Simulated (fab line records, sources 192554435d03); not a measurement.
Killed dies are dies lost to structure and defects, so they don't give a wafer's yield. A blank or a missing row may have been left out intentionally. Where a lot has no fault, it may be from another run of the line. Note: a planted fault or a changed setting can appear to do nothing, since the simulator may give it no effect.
A sampling plan put to the test + flow n5Finfet + one line in one fab, 9 faults in these records, each fault weighed on the records of the lots it struck
Plan = the line's own looks (route steps where a gauge or an inspection reads the wafer without altering it). A look is open to judgement when struck wafers have a number at it and the file gives its usual mean and standard deviation on fault-free wafers. Caught: 4 or more of those standard deviations (sigma) separate the usual mean from the mean of the struck wafers at a look after the fault's first step. On the tool: the fault's steps, tested the same way using the tool's own readings. It also counts as caught if the struck wafers ran another recipe or if their record alone is blank.

THE FAULTS, as the simulator had put them in
1. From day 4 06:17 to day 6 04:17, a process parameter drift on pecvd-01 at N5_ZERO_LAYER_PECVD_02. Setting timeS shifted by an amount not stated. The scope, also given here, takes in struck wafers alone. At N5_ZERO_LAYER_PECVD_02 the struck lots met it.
2. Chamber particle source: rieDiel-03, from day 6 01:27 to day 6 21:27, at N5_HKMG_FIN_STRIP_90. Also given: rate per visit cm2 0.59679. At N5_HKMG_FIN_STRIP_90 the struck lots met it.
3. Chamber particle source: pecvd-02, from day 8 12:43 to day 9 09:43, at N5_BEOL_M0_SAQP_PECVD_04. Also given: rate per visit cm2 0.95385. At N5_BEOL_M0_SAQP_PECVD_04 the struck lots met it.
4. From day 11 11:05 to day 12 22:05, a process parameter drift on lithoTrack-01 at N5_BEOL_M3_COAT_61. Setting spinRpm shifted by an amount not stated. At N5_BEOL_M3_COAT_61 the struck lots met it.
5. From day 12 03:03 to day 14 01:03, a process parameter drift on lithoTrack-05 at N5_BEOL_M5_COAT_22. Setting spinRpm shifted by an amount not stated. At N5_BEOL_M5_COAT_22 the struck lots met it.
6. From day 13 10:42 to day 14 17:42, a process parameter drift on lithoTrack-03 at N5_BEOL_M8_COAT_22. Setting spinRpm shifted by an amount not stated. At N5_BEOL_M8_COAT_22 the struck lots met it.
7. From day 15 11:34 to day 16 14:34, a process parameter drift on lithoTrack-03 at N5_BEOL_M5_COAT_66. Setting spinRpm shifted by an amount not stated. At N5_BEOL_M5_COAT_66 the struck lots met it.
8. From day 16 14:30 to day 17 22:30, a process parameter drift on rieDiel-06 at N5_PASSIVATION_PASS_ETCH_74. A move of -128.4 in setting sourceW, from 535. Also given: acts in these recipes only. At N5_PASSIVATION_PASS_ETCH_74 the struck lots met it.
9. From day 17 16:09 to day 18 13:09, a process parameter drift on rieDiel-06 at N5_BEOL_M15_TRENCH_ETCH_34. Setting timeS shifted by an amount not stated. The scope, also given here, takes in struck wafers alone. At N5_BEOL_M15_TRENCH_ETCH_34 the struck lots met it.

WHAT THE PLAN SAW
| fault | on the tool itself               | first look that catches it                      | reading, sigma                                      | median hours from its first step to that look | hours from the fault's start to the first struck lot there | judged looks passed uncaught |
|-------|----------------------------------|-------------------------------------------------|-----------------------------------------------------|-----------------------------------------------|------------------------------------------------------------|------------------------------|
| 1     | under 2 sigma                    | no look after it can be judged                  | -                                                   | -                                             | -                                                          | 0                            |
| 2     | under 2 sigma                    | no look after it can be judged                  | -                                                   | -                                             | -                                                          | 0                            |
| 3     | under 2 sigma                    | N5_BEOL_M0_SAQP_INSPECT_16                      | rawDefectCount +4.1                                 | 0.6                                           | 5                                                          | 0                            |
| 4     | spinSpeedRpm -54 sigma           | not the one look that can be judged after it    | -                                                   | -                                             | -                                                          | 1                            |
| 5     | spinSpeedRpm -76 sigma           | none of the 3 looks that can be judged after it | -                                                   | -                                             | -                                                          | 3                            |
| 6     | spinSpeedRpm +57 sigma           | none of the 3 looks that can be judged after it | -                                                   | -                                             | -                                                          | 3                            |
| 7     | spinSpeedRpm +99 or beyond sigma | no look after it can be judged                  | -                                                   | -                                             | -                                                          | 0                            |
| 8     | rfFwdPowerW -71 sigma            | no look after it can be judged                  | -                                                   | -                                             | -                                                          | 0                            |
| 9     | under 2 sigma                    | none of the 2 looks that can be judged after it | strongest: M15_THK at N5_BEOL_M15_THK_MEAS_50, +3.2 | -                                             | -                                                          | 2                            |
A dash: the fault isn't caught, or these records don't give the number.

Caught at a look: 1 of 9. Caught on the tool: 5 of 9. By one or the other: 6 of 9.
Faults 4, 5, 6, 7, 8 were caught on the tool alone.
Caught at a look alone: fault 3.
Caught by neither: faults 1, 2, 9.

THINNER SAMPLING
If the look that catches a fault measured only every second or every third lot, by lot number, the first struck lot would be measured this late in the worst case:
| fault | struck lots at that look, in order of time | every lot | every second lot | every third lot |
|-------|--------------------------------------------|-----------|------------------|-----------------|
| 3     | L737, L738                                 | 5 h       | 11 h             | may miss all 2  |
Hours are from the fault's start to the first struck lot that is measured. The limit of 4 sigma was tested on all struck wafers together, so one lot alone may lie under it. Other struck lots may not be in these records.

THE LONGEST TIMED WAY FROM STEP TO LOOK
For fault 3, N5_BEOL_M0_SAQP_PECVD_04 and N5_BEOL_M0_SAQP_INSPECT_16 are separated by a median of 0.6 hours. No look between them can be judged.
